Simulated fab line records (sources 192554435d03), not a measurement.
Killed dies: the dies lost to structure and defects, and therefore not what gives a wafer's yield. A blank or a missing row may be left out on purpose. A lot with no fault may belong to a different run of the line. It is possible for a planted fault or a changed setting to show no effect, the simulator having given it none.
Chamber matching | flow n5 finfet | N5_HKMG_FIN_HK_ALD_01 on ald hk-03: 4 sister chambers
The step deposits HfO2, target thk 1.6 nm, pulse time 3 s, purge time 3 s. 4 wafers are shown with their chamber, then 7 later ones without.

WAFERS, EACH WITH ITS CHAMBER
wafer  | chamber | precursor pulse height rel
L088.3 | 2       | 0.980
L088.5 | 1       | 1.003
L089.2 | 0       | 0.976
L089.3 | 3       | 0.995

WAFERS WHOSE CHAMBER IS MISSING
wafer  | precursor pulse height rel
L089.6 | 0.992
L092.2 | 0.979
L092.4 | 0.989
L092.6 | 1.021
L094.2 | 1.017
L094.3 | 0.969
L094.5 | 0.966

WHICH CHAMBER EACH ONE RAN IN
wafer  | from the rows above               | in truth
L089.6 | can't be placed: 3 or 1 or 2 or 0 | 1
L092.2 | can't be placed: 2 or 0 or 3      | 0
L092.4 | can't be placed: 3 or 2 or 0 or 1 | 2
L092.6 | can't be placed: 1 or 3           | 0
L094.2 | can't be placed: 1 or 3           | 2
L094.3 | can't be placed: 0 or 2 or 3      | 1
L094.5 | can't be placed: 0 or 2 or 3      | 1
Placed correctly: 0 of 7. Not placeable from these rows: 7 (in 3, the candidates include the true chamber). Number placed wrongly: 0.
How it was worked out, from the rows above alone: a wafer's distance from a chamber is the root of the sum, over the readings, of the square of ((its reading less the chamber's mean) divided by the reading's scatter). If the next closest chamber is less than 2 further off than the closest, the wafer can't be placed; otherwise it belongs to the closest. A chamber's mean is the mean of its shown wafers. The scatter: root of mean squared gap, hidden wafer to nearest shown wafer, with one shown wafer a chamber.
